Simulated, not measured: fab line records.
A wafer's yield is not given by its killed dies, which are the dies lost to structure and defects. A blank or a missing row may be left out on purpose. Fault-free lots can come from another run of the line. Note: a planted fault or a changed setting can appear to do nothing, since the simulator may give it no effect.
Struck lot and sound lot, side by side | flow n5 finfet | 24 steps out of a route of 1938
Sound: these wafers, L568.3, L568.4, L568.6. Wafers L549.1, L549.4, L549.5 were the ones struck. Last of all comes the cause.
At each step with rows: each side's tool, then ch and its chambers, then its first start. Under that, the readings that differ: sound wafers | struck wafers | difference of the means | sigmas: that difference in standard deviations of wafers without a fault.
alike: same words and numbers on both sides, and readings whose means sit less than 2 such deviations apart. not compared: any withheld reading, any reading some wafer has no value for, any bound like >300 that may hide the same value, and any number with overlapping values for which the record gives no deviation.
A row with sigmas, a row that says differs or no value, or rows on one side alone: a step with any of these is where the two part. When numbers do not overlap yet have no deviation, they are printed without sigmas and do not part them. A reading missing from all wafers of one side parts the sides only when that side holds two or more wafers.

first, 11 steps without rows for these wafers: N5_BEOL_M4_DESCUM_16 (chemistry O2, time 7 s); N5_BEOL_M4_ETCH_74 (etches underlayer in N2/H2, target depth 6.5 nm, time 5.2 s); N5_BEOL_M4_ETCH_63 (etches SiARC in CF4, target depth 15.6 nm, time 26 s); N5_BEOL_M4_ETCH_64 (etches SOC in N2/H2, target depth 75 nm, overetch 22.5 nm, time 121.9 s); N5_BEOL_M4_STRIP_65 (strips in N2/H2); N5_BEOL_M4_STRIP_75 (strips in N2/H2); N5_BEOL_M4_STRIP_66 (strips in CF4); N5_BEOL_M4_HM_OPEN_17 (chemistry Cl2/BCl3, target TiN, target depth 20 nm, overetch 6 nm); N5_BEOL_M4_STRIP_19 (strips in O2); N5_BEOL_M4_COAT_67 (time 60 s, resist thk 60 nm); N5_BEOL_M4_COAT_68 (time 60 s, resist thk 12 nm).
N5_BEOL_M4_COAT_76: time 60 s, resist thk 5 nm.
  sound on litho track-05 ch 0, day 13 18:55; struck on litho track-05 ch 0, day 9 13:37
  reading              | sound                | struck               | difference | sigmas
  spin speed rpm (rpm) | 1500.0 1500.6 1499.4 | 1642.3 1639.6 1640.8 | +140.9     | +99 or more
  alike: chill plate temp C, heater power total W
then, 7 steps without rows for these wafers: N5_BEOL_M4_COAT_22 (resist thk 30 nm); N5_BEOL_M4_EBR_24; N5_BEOL_M4_SOFTBAKE_23 (time 60 s); N5_BEOL_M4_EXPOSE_25 (exposes mask V3, defocus 5 nm); N5_BEOL_M4_PEB_26 (peb time 60 s); N5_BEOL_M4_DEVELOP_27 (develop time 30 s); N5_BEOL_M4_DESCUM_33 (chemistry O2, time 7 s).
N5_BEOL_M4_ETCH_77: etches underlayer in N2/H2, target depth 6.5 nm, time 5.2 s.
  sound on rie diel-01 ch 1,2, day 13 19:22; struck on rie diel-02 ch 0,3, day 9 14:11
  reading                                      | sound            | struck            | difference | sigmas
  model.CAR-EUV_of_BEOL_M4_COAT_22.thk nm (nm) | 20.2 20 20.4     | 20.6 20.6 20.6    | +0.4       |
  model.etch.depth nm (nm)                     | 4.96 4.988 4.976 | 4.794 4.774 4.766 | -0.197     |
  alike: drypump motor current A, etch rf on time s, oes product au, rf vpp V, showerhead plenum p Torr, throttle valve pct
  not compared: rf hours counter h
N5_BEOL_M4_ETCH_69: etches SiARC in CF4, target depth 15.6 nm, time 26 s.
  sound on rie diel-01 ch 1,2, day 13 19:23; struck on rie diel-02 ch 0,3, day 9 14:12
  reading                                      | sound        | struck         | difference | sigmas
  model.CAR-EUV_of_BEOL_M4_COAT_22.thk nm (nm) | 11.2 11 11.2 | 11.4 11.4 11.4 | +0.3       |
  alike: drypump motor current A, etch rf on time s, oes product au, rf vpp V, showerhead plenum p Torr, throttle valve pct
  not compared: rf hours counter h
then, 1 step without rows for these wafers: N5_BEOL_M4_ALD_98 (deposits SiO2, target thk 2.5 nm, pulse time 1 s, co reactant pulse time 1 s).
N5_BEOL_M4_RC_MEAS_101:
  sound on prober-02 ch 0, day 14 07:01; struck on prober-01 ch 0, day 9 23:26
  alike: DIBL_N, DIBL_P, IOFF_N, IOFF_P, ION_N, ION_P, SS_N, SS_P, VT_N, VT_P
-- the record jumps here: 4 days lie between the struck wafers' starts before and after (it left off in module BEOL_M4 and takes up again in module PASSIVATION, whose first step shown is number 1936 of the route) --
N5_PASSIVATION_PROBE_49:
  struck on prober-01, day 14 07:09; sound on prober-01, day 18 14:59
  alike: defect limited yield, killed_at_M0_to_M3, killed_at_M4_up, killed at contacts, killed at front end, killed at other, killed dies, killed on rim, killed open, killed short, sort_bin_5_function, sort_bin_6_memory, sort_bin_8_speed, sort n pass, sort yield pct

WHERE THEY PART
Within this record, at N5_BEOL_M4_COAT_76 only. Later steps at which nothing parts them and some readings are alike: N5_BEOL_M4_ETCH_77, N5_BEOL_M4_ETCH_69, N5_BEOL_M4_RC_MEAS_101, N5_PASSIVATION_PROBE_49.

WHY: what the simulator had put in
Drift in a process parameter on litho track-05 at N5_BEOL_M4_COAT_76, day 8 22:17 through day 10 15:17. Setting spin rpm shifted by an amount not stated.
